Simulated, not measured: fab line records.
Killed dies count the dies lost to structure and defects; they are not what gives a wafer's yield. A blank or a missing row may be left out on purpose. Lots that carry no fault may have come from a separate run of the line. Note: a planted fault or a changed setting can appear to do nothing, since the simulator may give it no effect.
The same fault as seen by 2 desks | flow n5-finfet | each desk has only its own numbers; what lay behind them comes last

FOR THE TOOL OWNER'S DESK: pecvd-04
The tool's own readings at N5_BEOL_M14_ILD_DEP_00 (deposits SiO2 from TEOS/O2, target thk 1119.3 nm, time 237.4 s): means of the sampled wafers that have a number, for each lot that ran on this tool. If a lot's mean is further than 4 standard deviations from the usual mean, the lot is out of limits and carries the mark OUT (the distance appears in the brackets).
Columns: A = heater-power-w at N5_BEOL_M14_ILD_DEP_00, usual 495 W; B = showerhead-plenum-p-Torr at N5_BEOL_M14_ILD_DEP_00, usual 8.34 Torr; C = throttle-valve-pct at N5_BEOL_M14_ILD_DEP_00, usual 18.4 %
lot  | first seen here | A   | B    | C
L375 | day 10 19:29    | 419 | 8.37 | 19.4
L377 | day 11 06:44    | 491 | 8.31 | 17.6
L381 | day 12 11:52    | 500 | 8.35 | 18.5
L385 | day 14 15:43    | 462 | 8.33 | 18.6
L388 | day 15 04:09    | 492 | 8.30 | 18.6
L392 | day 16 01:20    | 472 | 8.31 | 17.9
L394 | day 16 12:04    | 490 | 8.36 | 17.7
This desk's verdict: no lot among the 7 shows anything out of limits.

FROM THE METROLOGY DESK
Lot by lot, what the gauges showed, no matter which tool ran the lot: averages of those sampled wafers that carry a number. If a lot's mean is further than 4 standard deviations from the usual mean, the lot is out of limits and carries the mark OUT (the distance appears in the brackets).
Columns: A = M14_ILD_THK at N5_BEOL_M14_THK_MEAS_01, usual 1121 nm
lot  | first seen here | A
L375 | day 10 19:41    | 1116
L377 | day 11 06:55    | 1123
L380 | day 12 05:35    | 1123
L381 | day 12 12:04    | 1120
L382 | day 13 13:44    | 1115
L383 | day 13 20:50    | 1125
L385 | day 14 15:54    | 1115
L388 | day 15 04:20    | 1123
L392 | day 16 01:31    | 1191 (+5.0) OUT
L394 | day 16 12:16    | 1199 (+5.5) OUT
L396 | day 16 16:25    | 1106
This desk finds L392, L394 out of limits, with the earliest case on L392 at day 16 01:31 (M14_ILD_THK at N5_BEOL_M14_THK_MEAS_01). In limits: L375, L377, L380, L381, L382, L383, L385, L388, L396.

PUT TOGETHER
An alarm was possible from the metrology desk at day 16 01:31, on L392, L394.
Nothing out of limits was seen by the tool owner's desk.
On record at the tool owner's desk: L392, L394, within its limits.
The lots listed all ran N5_BEOL_M14_ILD_DEP_00 on pecvd-04.

WHAT THE SIMULATOR PUT IN
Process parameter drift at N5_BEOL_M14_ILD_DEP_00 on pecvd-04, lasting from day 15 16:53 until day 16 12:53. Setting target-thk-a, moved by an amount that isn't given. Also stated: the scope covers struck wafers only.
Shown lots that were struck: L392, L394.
Delay in hours, fault start to first out-of-limits reading, per desk: metrology desk 9.
